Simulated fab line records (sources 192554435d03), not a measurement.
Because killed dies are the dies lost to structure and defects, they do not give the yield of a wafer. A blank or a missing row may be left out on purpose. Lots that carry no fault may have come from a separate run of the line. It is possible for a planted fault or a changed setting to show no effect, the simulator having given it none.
Matching of chambers -- flow n5 finfet -- N5_BEOL_M3_STRIP_36 on rie diel-04: 4 sister chambers
The step strips in N2/H2. 4 wafers are shown with their chamber, then 8 later ones without.

== WAFERS, EACH WITH ITS CHAMBER ==
wafer,chamber,throttle valve pct (%)
L082.1,2,23.42
L085.5,3,23.79
L086.5,1,24.21
L089.1,0,23.40

== WAFERS WITHOUT THEIR CHAMBER ==
wafer,throttle valve pct (%)
L089.4,23.45
L089.6,23.77
L091.2,24.24
L091.5,23.42
L091.6,24.19
L095.2,23.83
L095.5,23.81
L095.6,23.40

== THE CHAMBER EACH PASSED THROUGH ==
wafer,from the rows above,in truth
L089.4,can't be placed: 2 or 0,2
L089.6,3,3
L091.2,1,1
L091.5,can't be placed: 2 or 0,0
L091.6,1,1
L095.2,3,3
L095.5,3,3
L095.6,can't be placed: 0 or 2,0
Correct placement for 5 of the 8. Unplaceable from these rows: 3, with the true chamber sitting among the candidates in 3. Wrongly placed: 0.
How it was worked out, from the rows above alone: a wafer's distance from a chamber is the root of the sum, over the readings, of the square of ((its reading less the chamber's mean) divided by the reading's scatter). If the next closest chamber is less than 2 further off than the closest, the wafer can't be placed; otherwise it belongs to the closest. The mean given for a chamber averages the wafers shown for that chamber. The scatter: root of mean squared gap, hidden wafer to nearest shown wafer, with one shown wafer a chamber.
